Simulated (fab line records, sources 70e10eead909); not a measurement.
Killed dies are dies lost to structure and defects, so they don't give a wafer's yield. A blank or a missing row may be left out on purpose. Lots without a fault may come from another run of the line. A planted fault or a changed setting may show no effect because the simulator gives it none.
Which tool did it? | flow nand_harc | 24 lots, 72 wafers sampled, at 6 steps of a route of 1302

WHAT THE GAUGES READ, wafer by wafer
NHARC_A_SGD_CUT_INSPECT_11. Usual: raw_defect_count 57, standard deviation 26.
lot  | measured     | on                | raw_defect_count | flag
L075 | day 19 20:42 | defect_inspect-02 | 59 61 66         |
L074 | day 19 20:58 | defect_inspect-02 | 53 61 71         |
L077 | day 20 00:50 | defect_inspect-01 | 71 60 74         |
L076 | day 20 03:50 | defect_inspect-01 | 118 105 106      |
L078 | day 20 23:38 | defect_inspect-01 | 60 67 75         |
L079 | day 20 23:56 | defect_inspect-02 | 52 70 68         |
L080 | day 21 21:14 | defect_inspect-01 | 55 57 59         |
L081 | day 22 03:20 | defect_inspect-01 | 96 119 102       |
L084 | day 23 18:49 | defect_inspect-01 | 67 52 68         |
L082 | day 23 18:58 | defect_inspect-01 | 93 72 70         |
L083 | day 24 04:10 | defect_inspect-02 | 56 73 67         |
L087 | day 24 06:58 | defect_inspect-02 | 51 53 60         |
L085 | day 24 07:11 | defect_inspect-01 | 64 74 66         |
L086 | day 24 16:56 | defect_inspect-02 | 42 39 41         |
L088 | day 24 15:46 | defect_inspect-02 | 31 34 34         |
L089 | day 25 07:47 | defect_inspect-01 | 9 15 21          |
L091 | day 25 21:56 | defect_inspect-02 | 23 21 24         |
L090 | day 26 04:52 | defect_inspect-01 | 100 83 87        |
L094 | day 27 06:35 | defect_inspect-02 | 57 56 53         |
L092 | day 27 07:00 | defect_inspect-02 | 68 60 62         |
L093 | day 27 07:11 | defect_inspect-01 | 28 19 16         |
L096 | day 28 07:20 | defect_inspect-01 | 60 71 70         |
L095 | day 28 21:23 | defect_inspect-02 | 11 8 9           |
L097 | day 29 16:26 | defect_inspect-02 | 37 32 32         |

NHARC_A_SGD_CUT_THK_MEAS_22: measures by ellipsometry. Usual: thk_nm 148.0 nm, standard deviation 1.5.
lot  | measured     | on            | thk_nm (nm)       | flag
L075 | day 20 04:26 | film_metro-02 | 149.0 147.8 149.0 |
L074 | day 20 04:26 | film_metro-01 | 148.0 147.6 149.2 |
L077 | day 20 04:26 | film_metro-02 | 147.0 149.0 147.4 |
L076 | day 20 10:22 | film_metro-01 | 147.3 149.9 148.4 |
L078 | day 21 06:06 | film_metro-02 | 147.3 147.9 147.3 |
L079 | day 21 06:06 | film_metro-01 | 147.0 146.7 145.7 |
L080 | day 22 03:28 | film_metro-01 | 146.1 145.9 148.2 |
L081 | day 22 10:44 | film_metro-02 | 145.7 146.3 146.2 |
L084 | day 24 01:18 | film_metro-01 | 147.2 146.0 147.0 |
L082 | day 24 01:18 | film_metro-02 | 151.4 149.9 150.2 |
L083 | day 24 10:23 | film_metro-02 | 148.2 146.9 149.3 |
L087 | day 24 10:23 | film_metro-01 | 149.0 147.9 148.9 |
L085 | day 24 10:31 | film_metro-01 | 146.7 149.3 147.2 |
L086 | day 24 21:57 | film_metro-02 | 148.1 149.9 148.0 |
L088 | day 24 21:58 | film_metro-01 | 144.8 146.0 146.3 |
L089 | day 25 17:17 | film_metro-01 | 146.4 147.1 148.6 |
L091 | day 26 04:09 | film_metro-02 | 147.3 146.6 147.1 |
L090 | day 26 10:58 | film_metro-01 | 147.1 149.5 150.1 |
L094 | day 27 15:57 | film_metro-01 | 149.7 150.3 150.1 |
L092 | day 27 15:58 | film_metro-01 | 149.3 146.0 149.4 |
L093 | day 27 15:57 | film_metro-02 | 149.0 146.2 149.4 |
L096 | day 28 14:01 | film_metro-01 | 148.0 150.0 150.1 |
L095 | day 29 04:31 | film_metro-01 | 149.4 149.7 148.8 |
L097 | day 29 23:13 | film_metro-02 | 148.3 151.4 149.8 |

WHICH TOOL RAN EACH LOT (tool, then ch and the chambers of the sampled wafers, then the start)
lot  | NHARC_A_STAIRCASE_DEP_151       | NHARC_A_STAIRCASE_DESCUM_443       | NHARC_A_STAIRCASE_CMP_450     | NHARC_A_STAIRCASE_CMP_472
L075 | pecvd-04 ch 1,2, day 18 02:29   | rie_diel-08 ch 0,1,2, day 19 12:09 | cmp-03 ch 0,1,2, day 19 17:29 | cmp-02 ch 0,3, day 19 19:22
L074 | pecvd-03 ch 1,2, day 18 11:30   | rie_diel-03 ch 0,2, day 19 12:07   | cmp-01 ch 1,2, day 19 17:26   | cmp-03 ch 0,2, day 19 19:26
L077 | pecvd-03 ch 1,2, day 18 16:02   | rie_diel-08 ch 0,1,2, day 19 16:51 | cmp-02 ch 0,1,2, day 19 22:08 | cmp-03 ch 0,1,3, day 19 23:35
L076 | pecvd-02 ch 1,2, day 18 16:02   | rie_diel-08 ch 0,1,2, day 19 16:54 | cmp-02 ch 0,2,3, day 20 00:58 | cmp-02 ch 0,1,2, day 20 02:32
L078 | pecvd-03 ch 1, day 19 15:41     | rie_diel-12 ch 0,1,2, day 20 15:44 | cmp-01 ch 0,2, day 20 21:04   | cmp-01 ch 0,3, day 20 22:30
L079 | pecvd-04 ch 1,2, day 19 15:47   | rie_diel-08 ch 1,2,3, day 20 15:55 | cmp-02 ch 0,2, day 20 21:10   | cmp-02 ch 1,2,3, day 20 22:37
L080 | pecvd-02 ch 1,2, day 20 11:00   | rie_diel-08 ch 1,2,3, day 21 12:41 | cmp-03 ch 0,1,2, day 21 18:01 | cmp-01 ch 0,1,3, day 21 19:56
L081 | pecvd-04 ch 1,2, day 20 17:34   | rie_diel-12 ch 0,1,3, day 21 19:05 | cmp-03 ch 2,3, day 22 00:23   | cmp-03 ch 0,2,3, day 22 01:55
L084 | pecvd-03 ch 1,2, day 22 11:10   | rie_diel-08 ch 1,2,3, day 23 10:44 | cmp-01 ch 1,2, day 23 16:02   | cmp-01 ch 1,2, day 23 17:28
L082 | pecvd-04 ch 0,1, day 22 11:21   | rie_diel-12 ch 0,1,2, day 23 10:54 | cmp-01 ch 1,2,3, day 23 16:17 | cmp-03 ch 0,2, day 23 17:43
L083 | pecvd-03 ch 1,2, day 22 16:28   | rie_diel-12 ch 0,3, day 23 18:04   | cmp-01 ch 0,2,3, day 23 23:20 | cmp-01 ch 1,3, day 24 03:02
L087 | pecvd-03 ch 1,2, day 22 23:02   | rie_diel-12 ch 0,1, day 23 23:01   | cmp-01 ch 0,2,3, day 24 04:16 | cmp-01 ch 1,3, day 24 05:42
L085 | pecvd-04 ch 0,2, day 22 23:02   | rie_diel-03 ch 1,2,3, day 23 22:58 | cmp-02 ch 0,2, day 24 04:18   | cmp-01 ch 0,1, day 24 05:55
L086 | pecvd-02 ch 0,1,2, day 23 08:52 | rie_diel-08 ch 0,1, day 24 08:05   | cmp-01 ch 0,2, day 24 14:22   | cmp-03 ch 1,2,3, day 24 15:50
L088 | pecvd-03 ch 0,1,2, day 23 08:52 | rie_diel-03 ch 0,2,3, day 24 07:55 | cmp-03 ch 1,2,3, day 24 13:09 | cmp-03 ch 0,1,2, day 24 14:41
L089 | pecvd-04 ch 0,1,2, day 23 22:44 | rie_diel-12 ch 0,1,3, day 24 23:48 | cmp-02 ch 0,3, day 25 05:06   | cmp-01 ch 1,2,3, day 25 06:34
L091 | pecvd-03 ch 0,1,2, day 24 13:34 | rie_diel-08 ch 0,1,3, day 25 14:02 | cmp-02 ch 0,1,2, day 25 19:18 | cmp-03 ch 0,2, day 25 20:50
L090 | pecvd-03 ch 0,1, day 24 18:16   | rie_diel-12 ch 2,3, day 25 20:46   | cmp-01 ch 0,2,3, day 26 02:12 | cmp-01 ch 2,3, day 26 03:44
L094 | pecvd-03 ch 0,1,2, day 25 21:55 | rie_diel-03 ch 0,1, day 26 22:43   | cmp-02 ch 0,1,3, day 27 04:01 | cmp-03 ch 2,3, day 27 05:29
L092 | pecvd-04 ch 1,2, day 25 22:00   | rie_diel-08 ch 0,1, day 26 22:53   | cmp-03 ch 1,3, day 27 04:11   | cmp-01 ch 0,3, day 27 05:40
L093 | pecvd-03 ch 0,1,2, day 25 22:34 | rie_diel-12 ch 0,1,3, day 26 23:06 | cmp-01 ch 0,1,3, day 27 04:28 | cmp-03 ch 1,2,3, day 27 05:55
L096 | pecvd-02 ch 1,2, day 26 21:45   | rie_diel-03 ch 1,2, day 27 23:20   | cmp-01 ch 0,2,3, day 28 04:38 | cmp-02 ch 2,3, day 28 06:04
L095 | pecvd-03 ch 0,2, day 27 09:10   | rie_diel-08 ch 0,2,3, day 28 13:26 | cmp-01 ch 0,1,3, day 28 18:42 | cmp-01 ch 0,1,2, day 28 20:11
L097 | pecvd-02 ch 0,1,2, day 28 00:52 | rie_diel-03 ch 1,2,3, day 29 08:26 | cmp-01 ch 0,1, day 29 13:43   | cmp-03 ch 0,1,2, day 29 15:14
- NHARC_A_STAIRCASE_DEP_151: deposits SiO2, target thk 7200 nm.
- NHARC_A_STAIRCASE_DESCUM_443: chemistry O2, time 3 s.
- NHARC_A_STAIRCASE_CMP_450: polishes SiO2, target thk 200 nm.
- NHARC_A_STAIRCASE_CMP_472: polishes SiO2.

WHAT THE TOOLS THEMSELVES READ (means of the sampled wafers that have a number; where no wafer has one, the mark that the record gives instead)
NHARC_A_STAIRCASE_DEP_151. Usual: heater_power_w 650 W, standard deviation 90.
lot  | tool     | heater_power_w (W) | flag
L075 | pecvd-04 | 661                |
L074 | pecvd-03 | 621                |
L077 | pecvd-03 | 677                |
L076 | pecvd-02 | 582                |
L078 | pecvd-03 | 639                |
L079 | pecvd-04 | 697                |
L080 | pecvd-02 | 543                |
L081 | pecvd-04 | 610                |
L084 | pecvd-03 | 615                |
L082 | pecvd-04 | 583                |
L083 | pecvd-03 | 657                |
L087 | pecvd-03 | 653                |
L085 | pecvd-04 | 644                |
L086 | pecvd-02 | 587                |
L088 | pecvd-03 | 695                |
L089 | pecvd-04 | 678                |
L091 | pecvd-03 | 718                |
L090 | pecvd-03 | 804                |
L094 | pecvd-03 | 699                |
L092 | pecvd-04 | 658                |
L093 | pecvd-03 | 765                |
L096 | pecvd-02 | 570                |
L095 | pecvd-03 | 738                |
L097 | pecvd-02 | 575                |

NHARC_A_STAIRCASE_DESCUM_443. Usual: drypump_motor_current_A 5.6 A, standard deviation 0.34; oes_product_au 0.997 a.u., standard deviation 0.0076; rf_vpp_V 57.5 V, standard deviation 0.89; showerhead_plenum_p_Torr 1.88 Torr, standard deviation 0.091; throttle_valve_pct 11.312 %, standard deviation 0.0098.
lot  | tool        | drypump_motor_current_A (A) | oes_product_au (a.u.) | rf_vpp_V (V) | showerhead_plenum_p_Torr (Torr) | throttle_valve_pct (%) | flag
L075 | rie_diel-08 | 6.0                         | 0.992                 | 57.1         | 1.80                            | 11.317                 |
L074 | rie_diel-03 | 5.4                         | 0.999                 | 58.0         | 1.91                            | 11.316                 |
L077 | rie_diel-08 | 6.0                         | 1.001                 | 57.4         | 1.80                            | 11.314                 |
L076 | rie_diel-08 | 6.0                         | 1.006                 | 56.7         | 1.80                            | 11.318                 |
L078 | rie_diel-12 | 5.5                         | 0.991                 | 57.6         | 1.91                            | 11.315                 |
L079 | rie_diel-08 | 5.9                         | 1.006                 | 57.5         | 1.78                            | 11.310                 |
L080 | rie_diel-08 | 5.9                         | 0.997                 | 56.9         | 1.78                            | 11.308                 |
L081 | rie_diel-12 | 5.5                         | 0.994                 | 58.4         | 1.90                            | 11.301                 |
L084 | rie_diel-08 | 5.9                         | 1.007                 | 57.7         | 1.77                            | 11.314                 |
L082 | rie_diel-12 | 5.4                         | 0.995                 | 57.9         | 1.90                            | 11.311                 |
L083 | rie_diel-12 | 5.5                         | 0.992                 | 57.5         | 1.87                            | 11.300                 |
L087 | rie_diel-12 | 5.6                         | 0.996                 | 57.2         | 1.91                            | 11.309                 |
L085 | rie_diel-03 | 5.4                         | 1.004                 | 58.1         | 1.92                            | 11.311                 |
L086 | rie_diel-08 | 6.0                         | 1.002                 | 58.0         | 2.00                            | 11.310                 |
L088 | rie_diel-03 | 5.3                         | 1.002                 | 57.2         | 1.89                            | 11.315                 |
L089 | rie_diel-12 | 5.6                         | 0.997                 | 57.8         | 1.89                            | 11.315                 |
L091 | rie_diel-08 | 5.7                         | 1.000                 | 56.6         | 1.89                            | 11.310                 |
L090 | rie_diel-12 | 5.3                         | 0.989                 | 57.2         | 1.85                            | 11.310                 |
L094 | rie_diel-03 | 5.0                         | 0.995                 | 57.7         | 1.98                            | 11.315                 |
L092 | rie_diel-08 | 5.8                         | 0.997                 | 57.6         | 1.91                            | 11.304                 |
L093 | rie_diel-12 | 5.6                         | 0.996                 | 58.1         | 1.89                            | 11.318                 |
L096 | rie_diel-03 | 5.4                         | 0.997                 | 57.2         | 1.98                            | 11.316                 |
L095 | rie_diel-08 | 5.7                         | 0.984                 | 57.0         | 1.88                            | 11.313                 |
L097 | rie_diel-03 | 5.5                         | 1.000                 | 57.6         | 1.91                            | 11.307                 |

NHARC_A_STAIRCASE_CMP_450. Usual: motor_current_A 12.5 A, standard deviation 0.88.
lot  | tool   | motor_current_A (A) | flag
L075 | cmp-03 | 12.4                |
L074 | cmp-01 | 13.1                |
L077 | cmp-02 | 11.7                |
L076 | cmp-02 | 12.8                |
L078 | cmp-01 | 13.2                |
L079 | cmp-02 | 12.4                |
L080 | cmp-03 | 11.9                |
L081 | cmp-03 | 11.6                |
L084 | cmp-01 | 13.5                |
L082 | cmp-01 | 13.0                |
L083 | cmp-01 | 13.0                |
L087 | cmp-01 | 12.5                |
L085 | cmp-02 | 12.9                |
L086 | cmp-01 | 12.9                |
L088 | cmp-03 | 11.6                |
L089 | cmp-02 | 12.3                |
L091 | cmp-02 | 11.9                |
L090 | cmp-01 | 12.9                |
L094 | cmp-02 | 11.6                |
L092 | cmp-03 | 12.6                |
L093 | cmp-01 | 13.3                |
L096 | cmp-01 | 12.9                |
L095 | cmp-01 | 12.8                |
L097 | cmp-01 | 13.4                |

NHARC_A_STAIRCASE_CMP_472. Usual: motor_current_A 12.5 A, standard deviation 0.9.
lot  | tool   | motor_current_A (A) | flag
L075 | cmp-02 | 12.0                |
L074 | cmp-03 | 11.6                |
L077 | cmp-03 | 12.1                |
L076 | cmp-02 | 12.1                |
L078 | cmp-01 | 13.3                |
L079 | cmp-02 | 12.3                |
L080 | cmp-01 | 13.4                |
L081 | cmp-03 | 11.3                |
L084 | cmp-01 | 13.0                |
L082 | cmp-03 | 11.7                |
L083 | cmp-01 | 13.2                |
L087 | cmp-01 | 13.0                |
L085 | cmp-01 | 13.6                |
L086 | cmp-03 | 11.8                |
L088 | cmp-03 | 12.4                |
L089 | cmp-01 | 13.2                |
L091 | cmp-03 | 11.8                |
L090 | cmp-01 | 12.3                |
L094 | cmp-03 | 11.6                |
L092 | cmp-01 | 13.5                |
L093 | cmp-03 | 12.3                |
L096 | cmp-02 | 12.8                |
L095 | cmp-01 | 13.1                |
L097 | cmp-03 | 12.0                |

THE ANSWER, worked out from the rows above alone
Rule: a lot is off if the mean of its wafers that have a number lies more than 3 standard deviations from the usual mean. A lot without any number at a reading at which 4 lots or more have one is off too. The other lots that the step has rows for count as sound. The gauges are gone through in route order, then the tools' own readings, and for those a lot's mean is taken as printed above. The first step at which some lot is off is used, and at that step the reading that is off furthest; a lot without a number counts as furthest.
No lot is off at any reading shown: from this, nothing can be told.

WHAT THE SIMULATOR HAD PUT IN
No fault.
